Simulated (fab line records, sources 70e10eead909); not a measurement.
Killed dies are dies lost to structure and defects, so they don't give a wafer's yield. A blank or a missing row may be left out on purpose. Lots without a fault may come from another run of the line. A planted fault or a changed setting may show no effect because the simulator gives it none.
Which tool did it? | flow nand_harc | 12 lots, 36 wafers sampled, at 3 steps of a route of 1159

WHAT THE GAUGES READ, wafer by wafer
NHARC_P_M2_CD_MEAS_09: target cd 170 nm.
lot  | measured     | on        | cd_nm (nm)
L075 | day 6 16:27  | cd_sem-01 | 169.1 169.0 169.1
L077 | day 7 02:10  | cd_sem-03 | 169.7 169.7 170.1
L081 | day 7 19:11  | cd_sem-01 | 168.7 169.5 169.3
L079 | day 7 21:36  | cd_sem-01 | 171.2 171.4 171.2
L083 | day 8 06:40  | cd_sem-03 | 171.0 170.3 169.9
L087 | day 9 08:23  | cd_sem-01 | 170.0 170.1 170.2
L085 | day 10 05:15 | cd_sem-03 | 170.4 170.1 169.3
L090 | day 10 13:25 | cd_sem-02 | 170.0 169.5 169.6
L091 | day 10 14:58 | cd_sem-01 | 170.1 169.3 169.8
L093 | day 11 00:46 | cd_sem-03 | 169.3 169.9 169.9
L095 | day 11 13:53 | cd_sem-02 | 169.9 170.3 169.7
L097 | day 11 23:13 | cd_sem-03 | 170.1 170.6 169.5

WHICH TOOL RAN EACH LOT (tool, then ch and the chambers of the sampled wafers, then the start)
lot  | NHARC_P_M0_DEP_32               | NHARC_P_M1_PVD_21
L075 | pecvd-04 ch 0,2, day 6 11:06    | pvd_sputter-03, day 6 16:27 or earlier
L077 | pecvd-02 ch 0,2, day 6 20:44    | pvd_sputter-02, day 7 02:10 or earlier
L081 | pecvd-04 ch 0,2, day 7 13:38    | pvd_sputter-03, day 7 19:11 or earlier
L079 | pecvd-03 ch 0,2, day 7 15:17    | pvd_sputter-03, day 7 21:36 or earlier
L083 | pecvd-04 ch 0, day 8 01:14      | pvd_sputter-03, day 8 06:40 or earlier
L087 | pecvd-04 ch 0,1, day 9 03:10    | pvd_sputter-03, day 9 08:23 or earlier
L085 | pecvd-03 ch 0,2, day 9 23:53    | pvd_sputter-01, day 10 05:15 or earlier
L090 | pecvd-02 ch 0,1, day 10 08:00   | pvd_sputter-01, day 10 13:25 or earlier
L091 | pecvd-04 ch 0,1,2, day 10 09:31 | pvd_sputter-03, day 10 14:58 or earlier
L093 | pecvd-02 ch 1,2, day 10 19:43   | pvd_sputter-02, day 11 00:46 or earlier
L095 | pecvd-02 ch 0,1,2, day 11 08:44 | pvd_sputter-03, day 11 13:53 or earlier
L097 | pecvd-02 ch 0,1,2, day 11 17:56 | pvd_sputter-03, day 11 23:13 or earlier
- NHARC_P_M0_DEP_32: deposits SiCN, target thk 30 nm.
- NHARC_P_M1_PVD_21: deposits Cu, target thk 30 nm, time 20.49 s.

THE ANSWER, worked out from the rows above alone
Rule: what is usual is taken from the lots themselves. Put in order of their means at a reading, lots are off if they are a third of the lots or fewer, leave a main group of 4 or more, and stand apart from it by a gap of 3 or more times the standard deviation of the main group's means; of several such gaps the widest counts. A main group whose means are all the same, to the digits that the tables above print for the reading, isn't used. A lot without any number at a reading at which 4 lots or more have one is off too. The other lots that the step has rows for count as sound.
No lot is off at any reading shown: from this, nothing can be told.

WHAT THE SIMULATOR HAD PUT IN
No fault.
